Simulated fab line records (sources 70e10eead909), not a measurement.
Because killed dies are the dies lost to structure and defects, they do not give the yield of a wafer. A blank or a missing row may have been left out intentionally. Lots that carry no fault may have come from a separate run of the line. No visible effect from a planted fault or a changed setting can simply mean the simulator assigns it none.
Matching of chambers	flow nand_harc	NHARC_P_BONDPAD_DESCUM_11 on rie_diel-08: 4 sister chambers
The step chemistry O2, time 3 s. 4 wafers are shown with their chamber, then 9 later ones without.

WAFERS WITH THEIR CHAMBER
wafer	chamber	drypump_motor_current_A (A)
L083.5	3	6.16
L085.2	1	5.43
L085.3	2	6.02
L085.4	0	5.40

WAFERS WITHOUT THEIR CHAMBER
wafer	drypump_motor_current_A (A)
L086.2	6.18
L086.4	5.40
L086.5	5.43
L093.2	5.42
L093.3	5.98
L093.5	5.99
L096.2	6.19
L096.3	5.41
L096.6	6.00

THE CHAMBER EACH PASSED THROUGH
wafer	from the rows above	in truth
L086.2	3	3
L086.4	can't be placed: 0 or 1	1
L086.5	can't be placed: 1 or 0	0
L093.2	can't be placed: 1 or 0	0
L093.3	2	2
L093.5	2	2
L096.2	3	3
L096.3	can't be placed: 0 or 1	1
L096.6	2	2
Correctly placed: 5 of 9. Cannot be placed on the basis of these rows: 4; the candidates contain the true chamber in 4. 0 placed wrongly.
How it was worked out, from the rows above alone: a wafer's distance from a chamber is the root of the sum, over the readings, of the square of ((its reading less the chamber's mean) divided by the reading's scatter). If the next closest chamber is less than 2 further off than the closest, the wafer can't be placed; otherwise it belongs to the closest. A chamber's mean is the mean of its shown wafers. The scatter: with one shown wafer a chamber, the root of the mean of the squares of how far each hidden wafer lies from its nearest shown one.
